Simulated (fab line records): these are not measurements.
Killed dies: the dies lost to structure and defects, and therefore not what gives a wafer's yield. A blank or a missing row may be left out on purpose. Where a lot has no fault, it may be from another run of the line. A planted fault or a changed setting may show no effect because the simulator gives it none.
Matching of chambers / flow nandHarc / pecvd-04 running NHARC_THIN_TSV_DEP_47: 3 sister chambers
The step deposits SiO2, target thk 200 nm. 3 wafers are shown with their chamber, then 8 later ones without.

## WAFERS, EACH WITH ITS CHAMBER
wafer=L585.4; chamber=1; throttleValvePct (%)=17.1
wafer=L585.5; chamber=0; throttleValvePct (%)=15.5
wafer=L586.1; chamber=2; throttleValvePct (%)=15.6

## WAFERS WHOSE CHAMBER IS MISSING
wafer=L586.2; throttleValvePct (%)=15.2
wafer=L586.5; throttleValvePct (%)=15.6
wafer=L588.1; throttleValvePct (%)=15.3
wafer=L588.3; throttleValvePct (%)=17.0
wafer=L588.4; throttleValvePct (%)=15.9
wafer=L591.1; throttleValvePct (%)=15.9
wafer=L591.3; throttleValvePct (%)=17.4
wafer=L591.5; throttleValvePct (%)=15.5

## WHICH CHAMBER EACH WENT THROUGH
wafer=L586.2; from the rows above=can't be placed: 0 or 2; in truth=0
wafer=L586.5; from the rows above=can't be placed: 2 or 0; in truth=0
wafer=L588.1; from the rows above=can't be placed: 0 or 2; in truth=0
wafer=L588.3; from the rows above=1; in truth=1
wafer=L588.4; from the rows above=can't be placed: 2 or 0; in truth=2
wafer=L591.1; from the rows above=can't be placed: 2 or 0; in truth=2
wafer=L591.3; from the rows above=1; in truth=1
wafer=L591.5; from the rows above=can't be placed: 0 or 2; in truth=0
2 of 8 placed correctly. Unplaceable from these rows: 6, with the true chamber sitting among the candidates in 6. Placed wrongly: 0.
How it was worked out, from the rows above alone: a wafer's distance from a chamber is the root of the sum, over the readings, of the square of ((its reading less the chamber's mean) divided by the reading's scatter). If the next closest chamber is less than 2 further off than the closest, the wafer can't be placed; otherwise it belongs to the closest. A chamber's mean is the mean of its shown wafers. The scatter: with one shown wafer a chamber, the root of the mean of the squares of how far each hidden wafer lies from its nearest shown one.
